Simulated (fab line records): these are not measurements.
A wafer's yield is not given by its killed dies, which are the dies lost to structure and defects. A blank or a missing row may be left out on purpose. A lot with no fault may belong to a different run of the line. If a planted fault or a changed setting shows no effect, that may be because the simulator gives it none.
A struck lot beside a sound one    flow nand-harc    15 steps out of a route of 1159
Sound: these wafers, L388.1, L388.3, L388.6. The struck wafers were L379.2, L379.3, L379.4. At the end, the cause is stated.
Each step with rows lists, per side, the tool, then ch with its chambers, then its first start. Under that, the readings that differ: sound wafers    struck wafers    difference of the means    sigmas: that difference in standard deviations of wafers without a fault.
alike: readings with means less than 2 such deviations apart, plus words and numbers identical on both sides. not compared: withheld readings, readings lacking a value on some wafer, bounds such as >300 that could conceal the same value, and numbers that have no deviation in the record and whose values overlap.
The two part at a step that has a row with sigmas, a row that says differs or no value, or rows on one side only. Non-overlapping numbers with no deviation appear without sigmas and do not part them. A reading that every wafer of one side lacks parts them only if that side has two wafers or more.

NHARC_A_CHANNEL_HOLE_D1_ETCH_44: etches the open film in CF4/O2, target depth 140 nm, overetch 14 nm, time 77 s.
  sound on rie-diel-02 ch 0,1, day 12 03:29; struck on rie-diel-07 ch 0,1,2, day 10 02:04
  alike: bias-w, drypump-motor-current-A, oes-product-au, rf-vpp-V, showerhead-plenum-p-Torr, throttle-valve-pct
  not compared: rf-hours-counter-h
NHARC_A_CHANNEL_HOLE_D1_STRIP_27: strips in O2.
  sound: rie-diel-02 ch 1,2,3; struck: rie-diel-07 ch 0,1,3
  alike: drypump-motor-current-A, oes-product-au, rf-vpp-V, showerhead-plenum-p-Torr, throttle-valve-pct
  not compared: rf-hours-counter-h
then, 2 steps without rows for these wafers: NHARC_A_CHANNEL_HOLE_D1_PRECLEAN_28 (cleans in SC1); NHARC_A_CHANNEL_HOLE_D1_SRD_29.
NHARC_A_CHANNEL_HOLE_D1_CD_MEAS_30:
  sound: cd-sem-01 at day 12 04:17; struck: cd-sem-02 at day 10 02:53
  alike: cd-nm
then, 1 step without rows for these wafers: NHARC_A_CHANNEL_HOLE_D1_XSEM_31.
NHARC_A_CHANNEL_HOLE_D1_INSPECT_40:
  sound: defect-inspect-02 at day 12 04:29; struck: defect-inspect-02 at day 10 03:05
  alike: raw-defect-count
then, 2 steps without rows for these wafers: NHARC_A_CHANNEL_FILL_D1_PRECLEAN_00 (cleans in SC1); NHARC_A_CHANNEL_FILL_D1_SRD_01.
NHARC_A_CHANNEL_FILL_D1_ALD_02: deposits SiO2, target thk 6 nm, pulse time 10 s, ald cycles 60.
  sound on ald-hk-03 ch 1,3, day 12 07:13; struck on ald-hk-01 ch 0,1,3, day 10 03:17
  alike: ald-cycles, heater-power-w, precursor-pulse-height-rel
NHARC_A_CHANNEL_FILL_D1_ALD_03: deposits SiNx, target thk 6 nm, pulse time 60 s, ald cycles 58.
  sound: ald-sin-batch-03 ch 0; struck: ald-sin-batch-02 ch 0
  alike: ald-cycles, precursor-pulse-height-rel
NHARC_A_CHANNEL_FILL_D1_ALD_14: deposits SiO2, target thk 2.5 nm, pulse time 10 s, ald cycles 25.
  sound on ald-hk-01 ch 1,2,3, day 12 15:11; struck on ald-hk-03 ch 1,2,3, day 10 11:08
  alike: ald-cycles, heater-power-w, precursor-pulse-height-rel
NHARC_A_CHANNEL_FILL_D1_ALD_15: deposits SiNx, target thk 2 nm, pulse time 60 s, ald cycles 19.
  sound on ald-sin-batch-03 ch 0, day 12 18:20; struck on ald-sin-batch-01 ch 0, day 10 14:16
reading     sound     struck    difference  sigmas
ald-cycles  19 19 19  24 24 24  +5          
  alike: precursor-pulse-height-rel
then, 1 step without rows for these wafers: NHARC_A_CHANNEL_FILL_D1_ALD_16 (deposits SiO2, target thk 1.5 nm, pulse time 10 s, ald cycles 15).
-- record jumps: 10 days between struck wafers' starts before vs after; left off in module A_CHANNEL_FILL_D1, resumes in module END, first step shown is number 1159 of the route --
NHARC_END_SORT_01:
  sound on prober-02 ch 0, day 22 11:22; struck on prober-01 ch 0, day 20 22:36
  alike: killed-at-array, killed-at-other, killed-at-periphery, killed-dies, killed-open, killed-short

## WHERE THEY PART
Nowhere in this record.

WHY: what the simulator had put in
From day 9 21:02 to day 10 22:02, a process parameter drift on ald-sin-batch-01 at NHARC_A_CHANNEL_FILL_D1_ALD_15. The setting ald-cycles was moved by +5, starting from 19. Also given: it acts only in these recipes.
